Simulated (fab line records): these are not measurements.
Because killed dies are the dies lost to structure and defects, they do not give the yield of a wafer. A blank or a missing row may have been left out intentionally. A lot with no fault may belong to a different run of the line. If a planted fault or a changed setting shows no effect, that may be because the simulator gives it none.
Matching of chambers    flow nand-harc    ald-metal-04 running NHARC_P_CONTACT_ALD_22: 4 sister chambers
The step deposits TiN, target thk 3 nm, pulse time 1 s, ald cycles 150. 4 wafers are shown with their chamber, then 8 later ones without.

WAFERS, EACH WITH ITS CHAMBER
wafer   chamber  heater-power-w (W)
L080.1  1        1159
L083.4  2        1212
L088.3  3        1068
L091.2  0        1056

WAFERS WITH NO CHAMBER GIVEN
wafer   heater-power-w (W)
L091.5  1099
L091.6  1045
L093.1  1085
L093.2  1218
L093.5  1153
L094.1  1048
L094.3  1214
L094.5  1049

WHICH CHAMBER EACH ONE RAN IN
wafer    from the rows above       in truth
L091.5   can't be placed: 3 or 0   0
L091.6   can't be placed: 0 or 3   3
L093.1   can't be placed: 3 or 0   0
L093.2   2                         2
L093.5   1                         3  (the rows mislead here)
L094.1   can't be placed: 0 or 3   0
L094.3   2                         2
L094.5   can't be placed: 0 or 3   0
Placed correctly: 2 of 8. These rows do not allow placing 5 (true chamber among the candidates in 5). Placed wrongly: 1.
How it was worked out, from the rows above alone: a wafer's distance from a chamber is the root of the sum, over the readings, of the square of ((its reading less the chamber's mean) divided by the reading's scatter). The wafer belongs to the nearest chamber; if the next one is less than 2 further off, it can't be placed. For every chamber, the mean is computed from those of its wafers that are shown. The scatter (one wafer shown for each chamber): square how far every hidden wafer sits from the nearest shown wafer, average those squares and take the square root.
